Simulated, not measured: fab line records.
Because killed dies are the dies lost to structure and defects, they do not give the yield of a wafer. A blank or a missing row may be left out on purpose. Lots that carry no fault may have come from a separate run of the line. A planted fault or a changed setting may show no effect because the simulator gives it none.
Which tool is to blame? -- flow nandHarc -- 24 lots with 72 wafers sampled at 6 steps, on a route of 1302 steps

## WHAT EACH GAUGE READ, for each wafer
NHARC_A_SGD_CUT_CD_MEAS_09 targets a cd of 100 nm.
lot,measured,on,cdNm (nm)
L074,day 18 19:49,cdSem-02,101.0 101.2 100.7
L075,day 19 10:28,cdSem-01,100.3 100.9 101.0
L076,day 19 22:06,cdSem-02,100.4 101.8 100.8
L078,day 20 04:15,cdSem-01,100.0 100.5 99.6
L077,day 20 21:13,cdSem-01,100.3 101.2 100.4
L080,day 21 07:59,cdSem-03,99.2 100.6 98.4
L079,day 21 19:58,cdSem-01,101.0 100.3 101.6
L081,day 22 05:37,cdSem-03,100.8 100.5 100.6
L082,day 22 11:33,cdSem-03,99.2 99.4 99.5
L084,day 23 02:34,cdSem-02,99.4 100.1 99.8
L083,day 23 08:02,cdSem-01,99.5 100.3 100.5
L086,day 23 18:49,cdSem-03,98.8 99.4 99.1
L085,day 23 18:59,cdSem-01,100.3 100.7 101.5
L089,day 24 18:15,cdSem-03,101.3 101.6 100.4
L087,day 24 18:05,cdSem-01,100.2 100.2 100.8
L088,day 24 17:41,cdSem-03,100.4 100.5 100.5
L091,day 25 11:40,cdSem-03,100.6 100.6 102.4
L090,day 25 11:59,cdSem-02,100.5 100.0 101.0
L093,day 27 02:22,cdSem-03,100.3 100.6 99.3
L092,day 27 02:03,cdSem-03,102.4 101.2 100.9
L095,day 28 00:09,cdSem-02,102.0 101.3 101.2
L094,day 27 15:05,cdSem-02,101.1 101.5 101.3
L096,day 28 07:40,cdSem-03,101.2 100.2 101.9
L097,day 28 14:55,cdSem-03,101.7 101.1 100.5

NHARC_A_SGD_CUT_OVL_MEAS_10.
lot,measured,on,overlayXNm (nm),overlayYNm (nm)
L074,day 18 19:54,overlay-02,1.7 1.4 1.4,-0.2 -0.6 -0.5
L075,day 19 10:34,overlay-01,-0.7 0.0 0.1,-0.5 -0.2 -0.8
L076,day 19 22:12,overlay-02,0.2 -0.2 -0.2,-0.5 0.0 -0.2
L078,day 20 04:20,overlay-01,-0.7 -0.7 -0.5,0.1 -0.5 0.2
L077,day 20 21:18,overlay-01,-0.5 -0.1 -0.8,-0.3 -0.2 0.0
L080,day 21 08:04,overlay-02,0.2 0.5 0.5,0.3 -0.2 -0.2
L079,day 21 20:04,overlay-01,-0.1 0.3 0.3,-2.0 -1.9 -1.8
L081,day 22 05:43,overlay-01,0.1 0.3 0.1,1.0 1.3 0.7
L082,day 22 11:38,overlay-01,0.2 -0.6 -0.4,1.3 1.2 1.2
L084,day 23 02:39,overlay-01,0.2 0.2 0.3,1.4 1.2 1.6
L083,day 23 08:08,overlay-02,-0.9 -0.8 -0.7,-1.1 -0.5 -0.5
L086,day 23 18:54,overlay-02,-0.3 0.7 -0.2,1.1 1.0 0.7
L085,day 23 19:04,overlay-01,0.9 0.8 0.6,1.7 1.8 1.4
L089,day 24 18:20,overlay-02,-0.1 -0.8 -0.3,0.7 0.1 -0.1
L087,day 24 18:10,overlay-01,-0.2 -0.9 -0.7,0.1 0.8 0.4
L088,day 24 17:47,overlay-02,0.1 0.1 -0.1,-0.5 -0.2 -0.4
L091,day 25 11:45,overlay-02,-0.4 -0.5 -1.1,0.6 0.0 0.9
L090,day 25 12:04,overlay-01,-1.0 -1.0 -0.7,-1.0 -0.3 -0.5
L093,day 27 02:27,overlay-01,-0.2 -0.4 -0.2,0.1 0.3 0.7
L092,day 27 02:08,overlay-01,0.4 0.8 0.4,0.2 0.6 0.5
L095,day 28 00:14,overlay-01,-0.5 -0.4 -0.8,-0.8 -1.0 -0.2
L094,day 27 15:10,overlay-01,0.4 0.0 0.5,-0.7 -0.5 -0.6
L096,day 28 07:45,overlay-01,-1.5 -1.7 -1.4,-0.6 0.0 -0.4
L097,day 28 15:01,overlay-01,0.6 0.7 0.7,-0.2 0.1 -0.3

## WHAT TOOL EACH LOT RAN ON (gives the tool, then ch and the chambers of the sampled wafers, and finally the start)
lot,NHARC_A_STAIRCASE_HM_DEP_459,NHARC_A_STAIRCASE_STRIP_295,NHARC_A_STAIRCASE_ETCH_444,NHARC_A_STAIRCASE_CMP_152
L074,"aclDep-02 ch 0, day 16 12:39","rieDiel-10 ch 0,2,3, day 18 13:23 or earlier","rieDiel-05 ch 0,1,3, day 18 13:23","cmp-04 ch 1,2,3, day 18 17:15"
L075,"aclDep-03 ch 0, day 16 23:56","rieDiel-10 ch 0,1,2, day 19 03:13 or earlier","rieDiel-10 ch 0,1,2, day 19 03:13","cmp-02 ch 0,1,2, day 19 08:00"
L076,"aclDep-02 ch 0, day 17 08:42","rieDiel-04 ch 0,1, day 19 14:35 or earlier","rieDiel-04 ch 0,2,3, day 19 14:35","cmp-02 ch 0,1,3, day 19 19:30"
L078,"aclDep-03 ch 0, day 17 15:32","rieDiel-10 ch 0,1,3, day 19 20:42 or earlier","rieDiel-05 ch 0,1,3, day 19 20:42","cmp-03 ch 0,1,3, day 20 01:31"
L077,"aclDep-02 ch 0, day 18 03:11","rieDiel-04 ch 0,2,3, day 20 13:57 or earlier","rieDiel-04 ch 0,2, day 20 13:57","cmp-04 ch 1,2,3, day 20 18:42"
L080,"aclDep-01 ch 0, day 18 19:03","rieDiel-05 ch 0,2, day 21 00:41 or earlier","rieDiel-10 ch 0,3, day 21 00:41","cmp-04 ch 0,3, day 21 05:28"
L079,"aclDep-01 ch 0, day 18 20:53","rieDiel-04 ch 0,1,2, day 21 12:43 or earlier","rieDiel-05 ch 0,1,2, day 21 12:43","cmp-02 ch 0,2,3, day 21 17:28"
L081,"aclDep-01 ch 0, day 19 10:42","rieDiel-10 ch 0,3, day 21 21:55 or earlier","rieDiel-10 ch 0,3, day 21 21:55","cmp-02 ch 1,2,3, day 22 03:10"
L082,"aclDep-01 ch 0, day 19 18:12","rieDiel-10 ch 0,1, day 22 03:41 or earlier","rieDiel-04 ch 0,1, day 22 03:41","cmp-02 ch 1,2, day 22 08:58"
L084,"aclDep-03 ch 0, day 20 13:40","rieDiel-10 ch 1,2,3, day 22 18:38 or earlier","rieDiel-10 ch 1,3, day 22 18:38","cmp-03 ch 0,2,3, day 23 00:04"
L083,"aclDep-03 ch 0, day 20 15:31","rieDiel-04 ch 0,1,2, day 23 00:14 or earlier","rieDiel-04 ch 0,3, day 23 00:14","cmp-03 ch 2,3, day 23 05:31"
L086,"aclDep-02 ch 0, day 21 01:26","rieDiel-10 ch 0,2,3, day 23 10:29 or earlier","rieDiel-10 ch 1,2,3, day 23 10:29","cmp-02 ch 0,1,2, day 23 15:48"
L085,"aclDep-02 ch 0, day 21 05:25","rieDiel-05 ch 0,1,3, day 23 10:31 or earlier","rieDiel-05 ch 1,2,3, day 23 10:31","cmp-04 ch 1,2,3, day 23 16:05"
L089,"aclDep-02 ch 0, day 22 07:17","rieDiel-10 ch 1,2, day 24 10:45 or earlier","rieDiel-05 ch 1,3, day 24 10:45","cmp-04 ch 2,3, day 24 15:33"
L087,"aclDep-03 ch 0, day 22 12:40","rieDiel-05 ch 1,2, day 24 10:15 or earlier","rieDiel-10 ch 1,2, day 24 10:15","cmp-03 ch 0,1, day 24 15:32"
L088,"aclDep-02 ch 0, day 22 13:58","rieDiel-04 ch 1,2,3, day 24 09:57 or earlier","rieDiel-04 ch 1,2,3, day 24 09:57","cmp-04 ch 0,3, day 24 15:10"
L091,"aclDep-02 ch 0, day 23 04:29","rieDiel-10 ch 1,2, day 25 03:55 or earlier","rieDiel-04 ch 0,1, day 25 03:55","cmp-04 ch 1,2,3, day 25 09:13"
L090,"aclDep-02 ch 0, day 23 06:32","rieDiel-05 ch 1,2, day 25 04:11 or earlier","rieDiel-10 ch 0,3, day 25 04:11","cmp-03 ch 1,2,3, day 25 09:29"
L093,"aclDep-03 ch 0, day 24 16:14","rieDiel-04 ch 0,2, day 26 19:21 or earlier","rieDiel-05 ch 1,2,3, day 26 19:21","cmp-04 ch 0,2,3, day 26 23:41"
L092,"aclDep-02 ch 0, day 24 17:42","rieDiel-05 ch 0,1,2, day 26 18:43 or earlier","rieDiel-04 ch 1,2,3, day 26 18:43","cmp-03 ch 0,1,2, day 26 23:31"
L095,"aclDep-02 ch 0, day 25 01:14","rieDiel-10 ch 0,1,2, day 27 16:02 or earlier","rieDiel-10 ch 0,3, day 27 16:02","cmp-04 ch 0,1, day 27 21:40"
L094,"aclDep-03 ch 0, day 25 03:17","rieDiel-05 ch 0,2,3, day 27 07:14 or earlier","rieDiel-04 ch 2,3, day 27 07:14","cmp-03 ch 0,1,3, day 27 12:32"
L096,"aclDep-03 ch 0, day 25 18:57","rieDiel-04 ch 1,2, day 27 23:48 or earlier","rieDiel-10 ch 2,3, day 27 23:48","cmp-04 ch 0,1,2, day 28 05:09"
L097,"aclDep-03 ch 0, day 26 03:33","rieDiel-05 ch 0,2,3, day 28 07:44 or earlier","rieDiel-05 ch 0,1,2, day 28 07:44","cmp-04 ch 0,1,3, day 28 12:33"
- NHARC_A_STAIRCASE_HM_DEP_459: deposits aC, target thk 1500 nm.
- NHARC_A_STAIRCASE_STRIP_295: strips in O2.
- NHARC_A_STAIRCASE_ETCH_444: etches the open film in C4F8/O2, target depth 20400 nm, time 6800 s.
- NHARC_A_STAIRCASE_CMP_152: polishes.

## AS READ BY THE TOOLS THEMSELVES (means over the sampled wafers that have a number; for cases with no such wafer, the mark the record gives instead)
NHARC_A_STAIRCASE_HM_DEP_459.
lot,tool,throttleValvePct (%)
L074,aclDep-02,34.999
L075,aclDep-03,35.006
L076,aclDep-02,34.990
L078,aclDep-03,35.005
L077,aclDep-02,34.999
L080,aclDep-01,35.003
L079,aclDep-01,34.999
L081,aclDep-01,34.994
L082,aclDep-01,35.004
L084,aclDep-03,34.995
L083,aclDep-03,34.999
L086,aclDep-02,34.992
L085,aclDep-02,35.009
L089,aclDep-02,35.002
L087,aclDep-03,34.989
L088,aclDep-02,35.006
L091,aclDep-02,35.000
L090,aclDep-02,34.992
L093,aclDep-03,35.000
L092,aclDep-02,35.010
L095,aclDep-02,35.003
L094,aclDep-03,35.000
L096,aclDep-03,35.005
L097,aclDep-03,35.008

NHARC_A_STAIRCASE_STRIP_295.
lot,tool,drypumpMotorCurrentA (A),oesProductAu (a.u.),rfVppV (V),showerheadPlenumPTorr (Torr),throttleValvePct (%)
L074,rieDiel-10,5.9,0.994,56.4,3.38,17.032
L075,rieDiel-10,5.6,0.996,57.2,3.42,17.038
L076,rieDiel-04,5.7,1.003,57.4,3.42,17.041
L078,rieDiel-10,5.8,0.991,57.7,3.49,17.032
L077,rieDiel-04,5.9,1.010,57.7,3.42,17.037
L080,rieDiel-05,5.6,1.019,58.1,3.50,17.036
L079,rieDiel-04,5.9,1.003,57.4,3.41,17.043
L081,rieDiel-10,6.1,0.983,57.7,3.44,17.036
L082,rieDiel-10,5.8,0.985,57.0,3.41,17.032
L084,rieDiel-10,5.6,1.002,57.4,3.47,17.030
L083,rieDiel-04,5.9,1.006,58.2,3.40,17.029
L086,rieDiel-10,5.9,1.002,57.2,3.36,17.033
L085,rieDiel-05,5.5,0.992,59.2,3.58,17.029
L089,rieDiel-10,5.3,0.998,57.4,3.51,17.033
L087,rieDiel-05,5.2,1.007,57.2,3.42,17.028
L088,rieDiel-04,6.3,1.015,57.2,3.50,17.030
L091,rieDiel-10,5.3,1.004,58.4,3.50,17.027
L090,rieDiel-05,5.4,1.012,56.2,3.43,17.030
L093,rieDiel-04,5.5,0.994,57.5,3.29,17.041
L092,rieDiel-05,5.5,1.020,56.9,3.47,17.050
L095,rieDiel-10,5.6,0.994,56.5,3.38,17.035
L094,rieDiel-05,5.7,1.006,57.9,3.58,17.035
L096,rieDiel-04,6.3,1.000,58.5,3.48,17.035
L097,rieDiel-05,5.7,1.005,57.2,3.57,17.040

NHARC_A_STAIRCASE_ETCH_444.
lot,tool,oesProductAu (a.u.),rfVppV (V)
L074,rieDiel-05,0.946,810
L075,rieDiel-10,0.970,804
L076,rieDiel-04,0.926,803
L078,rieDiel-05,0.952,809
L077,rieDiel-04,0.923,800
L080,rieDiel-10,0.921,804
L079,rieDiel-05,0.977,804
L081,rieDiel-10,0.924,803
L082,rieDiel-04,0.918,802
L084,rieDiel-10,0.920,808
L083,rieDiel-04,0.934,806
L086,rieDiel-10,0.920,806
L085,rieDiel-05,0.923,807
L089,rieDiel-05,0.912,809
L087,rieDiel-10,0.915,805
L088,rieDiel-04,0.980,805
L091,rieDiel-04,0.917,802
L090,rieDiel-10,0.916,801
L093,rieDiel-05,0.964,807
L092,rieDiel-04,0.935,805
L095,rieDiel-10,0.947,812
L094,rieDiel-04,0.936,805
L096,rieDiel-10,0.964,809
L097,rieDiel-05,0.930,804

NHARC_A_STAIRCASE_CMP_152.
lot,tool,edgeZonePressureFrac,motorCurrentA (A)
L074,cmp-04,1.002,11.8
L075,cmp-02,0.999,12.6
L076,cmp-02,0.999,12.2
L078,cmp-03,1.000,12.2
L077,cmp-04,1.000,11.7
L080,cmp-04,1.000,10.1
L079,cmp-02,0.999,12.1
L081,cmp-02,1.001,11.5
L082,cmp-02,1.001,11.8
L084,cmp-03,0.998,11.6
L083,cmp-03,1.002,11.7
L086,cmp-02,0.994,12.0
L085,cmp-04,0.996,11.7
L089,cmp-04,1.001,11.2
L087,cmp-03,0.999,12.3
L088,cmp-04,0.995,10.4
L091,cmp-04,0.996,11.6
L090,cmp-03,1.000,10.8
L093,cmp-04,1.001,10.9
L092,cmp-03,0.999,11.3
L095,cmp-04,1.003,12.1
L094,cmp-03,0.998,11.5
L096,cmp-04,0.999,11.7
L097,cmp-04,0.996,11.4

## THE ANSWER, worked out from the rows above alone
Rule: usual is defined by the lots themselves. The widest of any qualifying gaps counts: lots, ordered by their means at a reading, are off when they make up no more than a third of the lots, leave a main group of 4 or more, and stand apart from it by 3 or more times the standard deviation of that group's means. Not used: any main group whose means are identical at the precision the tables above print for the reading. A lot without any number at a reading at which 4 lots or more have one is off too. Where the step has rows for the other lots, those lots are counted as sound. After the gauges, taken in route order, come the tools' own readings; for these a lot's mean is taken, as printed above. The first step at which some lot is off is used, and at that step the reading that is off furthest; a lot without a number counts as furthest.
No lot is off on any of the readings shown, so nothing can be concluded from this.

## WHAT THE SIMULATOR PUT IN
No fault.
